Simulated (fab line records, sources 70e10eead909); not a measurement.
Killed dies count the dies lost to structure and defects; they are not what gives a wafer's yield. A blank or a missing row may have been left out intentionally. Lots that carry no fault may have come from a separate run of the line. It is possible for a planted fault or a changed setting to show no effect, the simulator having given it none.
A struck lot beside a sound one | flow nandHarc | 28 steps out of a route of 1159
Sound: the wafers L218.1, L218.3, L218.5. Struck: wafers L221.2, L221.5, L221.6. The cause is named last.
Order at every step that has rows: each side's tool, ch and its chambers, its first start. Under that, the readings that differ: sound wafers | struck wafers | difference of the means | sigmas: that difference in standard deviations of wafers without a fault.
alike: readings with means less than 2 such deviations apart, plus words and numbers identical on both sides. not compared: withheld readings, readings lacking a value on some wafer, bounds such as >300 that could conceal the same value, and numbers that have no deviation in the record and whose values overlap.
The two part at a step that has a row with sigmas, a row that says differs or no value, or rows on one side only. Numbers that don't overlap but have no deviation are shown without sigmas and don't part them. A reading that every wafer of one side lacks parts them only if that side has two wafers or more.

first, 1 step without rows for these wafers: NHARC_P_ZERO_WELL_HARDBAKE_53 (time 80 s).
NHARC_P_ZERO_WELL_DESCUM_54: chemistry O2, time 3 s.
  sound on rieDiel-11 ch 0,3, day 3 11:48; struck on rieDiel-11 ch 1,2,3, day 4 06:04
  alike: drypumpMotorCurrentA, mfcArSccm, o2FlowSccm, oesProductAu, rfVppV, showerheadPlenumPTorr, throttleValvePct
  not compared: rfHoursCounterH
then, 5 steps without rows for these wafers: NHARC_P_ZERO_WELL_IMPLANT_55; NHARC_P_ZERO_WELL_IMPLANT_61; NHARC_P_ZERO_WELL_STRIP_56 (strips in SPM, time 840 s); NHARC_P_ZERO_WELL_PRECLEAN_68 (cleans in SC1, time 60 s); NHARC_P_ZERO_WELL_SRD_69.
NHARC_P_ZERO_WELL_RTA_42: time 300 s.
  sound on rtpAnneal-01 ch 0, day 3 12:47; struck on rtpAnneal-02 ch 0, day 4 07:08
  alike: lampPowerPct, wafer_temp_C_max
NHARC_P_ZERO_WELL_INSPECT_43:
  sound: defectInspect-01 at day 3 13:27; struck: defectInspect-02 at day 4 07:41
  alike: rawDefectCount
then, 3 steps without rows for these wafers: NHARC_P_STI_ETCH_26 (etches SiO2 in dHF, target depth 11 nm); NHARC_P_STI_PRECLEAN_27 (cleans in SC1); NHARC_P_STI_SRD_28.
NHARC_P_STI_OXIDE_29: material SiO2, target thk 10 nm, ox time 1362 s.
  sound on furnace-03 ch 0, day 3 17:25; struck on furnace-05 ch 0, day 4 09:44
  alike: spikeTcTopC
then, 10 steps without rows for these wafers: NHARC_P_STI_HM_DEP_30 (deposits Si3N4, target thk 80 nm, time 873 s); NHARC_P_STI_DEHYDRATE_01 (time 120 s); NHARC_P_STI_HMDS_02 (time 30 s); NHARC_P_STI_COAT_41 (time 65 s); NHARC_P_STI_COAT_03 (resist thk 600 nm); NHARC_P_STI_SOFTBAKE_04 (time 70 s); NHARC_P_STI_EBR_05; NHARC_P_STI_EXPOSE_06 (exposes mask P STI, target cd 200 nm); NHARC_P_STI_PEB_07 (peb time 80 s); NHARC_P_STI_DEVELOP_08 (time 50 s).
NHARC_P_STI_CD_MEAS_09: the cd target is 200 nm.
  sound on cdSem-02 ch 0, day 4 04:36; struck on cdSem-02 ch 0, day 4 21:04
  alike: cdNm
NHARC_P_STI_OVL_MEAS_10:
  sound: overlay-01 at day 4 04:41; struck: overlay-02 at day 4 21:10
reading         | sound | struck   | difference | sigmas
overlayYNm (nm) | 5 5 6 | -7 -7 -7 | -12        | -2
  alike: overlayXNm
NHARC_P_STI_INSPECT_11:
  sound: defectInspect-01 at day 4 04:44; struck: defectInspect-02 at day 4 21:12
reading        | sound | struck         | difference | sigmas
rawDefectCount | 4 3 4 | 1219 1233 1224 | +1222      | +99 or more
then, 1 step without rows for these wafers: NHARC_P_STI_HARDBAKE_13 (time 65 s).
-- break in the record here, with 17 days between the starts of the struck wafers on either side (left off in module P_STI, picked up again in module END, where the first step shown is number 1159 on the route) --
NHARC_END_SORT_01:
  only the struck wafers appear in the record here, on prober-01 ch 0 at day 21 13:15; the sound ones have no rows

## WHERE THEY PART
Earliest at NHARC_P_STI_OVL_MEAS_10; latest, in this record, at NHARC_END_SORT_01.

WHY: the cause the simulator had injected
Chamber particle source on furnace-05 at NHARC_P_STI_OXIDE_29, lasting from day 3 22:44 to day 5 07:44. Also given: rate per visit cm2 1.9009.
